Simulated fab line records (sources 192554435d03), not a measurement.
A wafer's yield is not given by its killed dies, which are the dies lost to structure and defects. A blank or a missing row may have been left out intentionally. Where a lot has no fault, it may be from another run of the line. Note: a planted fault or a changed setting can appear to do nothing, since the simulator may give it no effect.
Matching of chambers || flow n5_finfet || N5_BEOL_M7_STRIP_67 on rie_diel-05: 4 sister chambers
The step strips in CF4. 16 wafers are shown with their chamber, then 8 later ones without.

## EACH WAFER AND ITS CHAMBER
{"wafer": "L075.1", "chamber": 0, "drypump_motor_current_A (A)": 5.8, "showerhead_plenum_p_Torr (Torr)": 1.86, "throttle_valve_pct (%)": 13.82}
{"wafer": "L075.5", "chamber": 2, "drypump_motor_current_A (A)": 5.2, "showerhead_plenum_p_Torr (Torr)": 1.78, "throttle_valve_pct (%)": 13.51}
{"wafer": "L075.6", "chamber": 3, "drypump_motor_current_A (A)": 5.8, "showerhead_plenum_p_Torr (Torr)": 1.79, "throttle_valve_pct (%)": 13.71}
{"wafer": "L076.1", "chamber": 3, "drypump_motor_current_A (A)": 5.8, "showerhead_plenum_p_Torr (Torr)": 1.78, "throttle_valve_pct (%)": 13.72}
{"wafer": "L076.3", "chamber": 0, "drypump_motor_current_A (A)": 5.8, "showerhead_plenum_p_Torr (Torr)": 1.85, "throttle_valve_pct (%)": 13.81}
{"wafer": "L076.5", "chamber": 3, "drypump_motor_current_A (A)": 5.8, "showerhead_plenum_p_Torr (Torr)": 1.78, "throttle_valve_pct (%)": 13.73}
{"wafer": "L079.2", "chamber": 3, "drypump_motor_current_A (A)": 5.8, "showerhead_plenum_p_Torr (Torr)": 1.78, "throttle_valve_pct (%)": 13.73}
{"wafer": "L079.5", "chamber": 1, "drypump_motor_current_A (A)": 5.6, "showerhead_plenum_p_Torr (Torr)": 1.78, "throttle_valve_pct (%)": 13.76}
{"wafer": "L079.6", "chamber": 2, "drypump_motor_current_A (A)": 5.3, "showerhead_plenum_p_Torr (Torr)": 1.77, "throttle_valve_pct (%)": 13.51}
{"wafer": "L089.1", "chamber": 3, "drypump_motor_current_A (A)": 5.8, "showerhead_plenum_p_Torr (Torr)": 1.78, "throttle_valve_pct (%)": 13.76}
{"wafer": "L089.2", "chamber": 2, "drypump_motor_current_A (A)": 5.3, "showerhead_plenum_p_Torr (Torr)": 1.77, "throttle_valve_pct (%)": 13.58}
{"wafer": "L089.5", "chamber": 0, "drypump_motor_current_A (A)": 5.8, "showerhead_plenum_p_Torr (Torr)": 1.85, "throttle_valve_pct (%)": 13.89}
{"wafer": "L091.1", "chamber": 0, "drypump_motor_current_A (A)": 5.8, "showerhead_plenum_p_Torr (Torr)": 1.85, "throttle_valve_pct (%)": 13.90}
{"wafer": "L091.2", "chamber": 1, "drypump_motor_current_A (A)": 5.5, "showerhead_plenum_p_Torr (Torr)": 1.77, "throttle_valve_pct (%)": 13.78}
{"wafer": "L091.5", "chamber": 0, "drypump_motor_current_A (A)": 5.8, "showerhead_plenum_p_Torr (Torr)": 1.85, "throttle_valve_pct (%)": 13.87}
{"wafer": "L093.1", "chamber": 1, "drypump_motor_current_A (A)": 5.6, "showerhead_plenum_p_Torr (Torr)": 1.77, "throttle_valve_pct (%)": 13.81}

SIGNATURES (means of the wafers above)
{"reading": "drypump_motor_current_A", "chamber 0": 5.800, "chamber 1": 5.567, "chamber 2": 5.267, "chamber 3": 5.800, "scatter within a chamber": 0.0333}
{"reading": "showerhead_plenum_p_Torr", "chamber 0": 1.8520, "chamber 1": 1.7733, "chamber 2": 1.7733, "chamber 3": 1.7820, "scatter within a chamber": 0.00494}
{"reading": "throttle_valve_pct", "chamber 0": 13.8580, "chamber 1": 13.7833, "chamber 2": 13.5333, "chamber 3": 13.7300, "scatter within a chamber": 0.0324}
Rule: a wafer's distance from a chamber is the root of the sum, over the readings, of the square of ((its reading less the chamber's mean) divided by the reading's scatter). The wafer belongs to the nearest chamber; if the next one is less than 2 further off, it can't be placed. The scatter is the square root of a quotient: the sum, over the shown wafers, of each reading's squared deviation from its chamber's mean, divided by wafers minus chambers.

## WAFERS WHOSE CHAMBER IS MISSING
{"wafer": "L093.4", "drypump_motor_current_A (A)": 5.8, "showerhead_plenum_p_Torr (Torr)": 1.77, "throttle_valve_pct (%)": 13.81}
{"wafer": "L093.5", "drypump_motor_current_A (A)": 5.2, "showerhead_plenum_p_Torr (Torr)": 1.76, "throttle_valve_pct (%)": 13.63}
{"wafer": "L096.2", "drypump_motor_current_A (A)": 5.8, "showerhead_plenum_p_Torr (Torr)": 1.84, "throttle_valve_pct (%)": 13.90}
{"wafer": "L096.3", "drypump_motor_current_A (A)": 5.8, "showerhead_plenum_p_Torr (Torr)": 1.77, "throttle_valve_pct (%)": 13.81}
{"wafer": "L096.6", "drypump_motor_current_A (A)": 5.8, "showerhead_plenum_p_Torr (Torr)": 1.84, "throttle_valve_pct (%)": 13.92}
{"wafer": "L097.1", "drypump_motor_current_A (A)": 5.3, "showerhead_plenum_p_Torr (Torr)": 1.76, "throttle_valve_pct (%)": 13.62}
{"wafer": "L097.5", "drypump_motor_current_A (A)": 5.8, "showerhead_plenum_p_Torr (Torr)": 1.77, "throttle_valve_pct (%)": 13.82}
{"wafer": "L097.6", "drypump_motor_current_A (A)": 5.3, "showerhead_plenum_p_Torr (Torr)": 1.76, "throttle_valve_pct (%)": 13.63}

## WHICH CHAMBER EACH WENT THROUGH
{"wafer": "L093.4", "from the rows above": 3, "in truth": 3}
{"wafer": "L093.5", "from the rows above": 2, "in truth": 2}
{"wafer": "L096.2", "from the rows above": 0, "in truth": 0}
{"wafer": "L096.3", "from the rows above": 3, "in truth": 3}
{"wafer": "L096.6", "from the rows above": 0, "in truth": 0}
{"wafer": "L097.1", "from the rows above": 2, "in truth": 2}
{"wafer": "L097.5", "from the rows above": 3, "in truth": 3}
{"wafer": "L097.6", "from the rows above": 2, "in truth": 2}
Correctly placed: 8 of 8. Can't be placed from these rows: 0. Wrongly placed: 0.
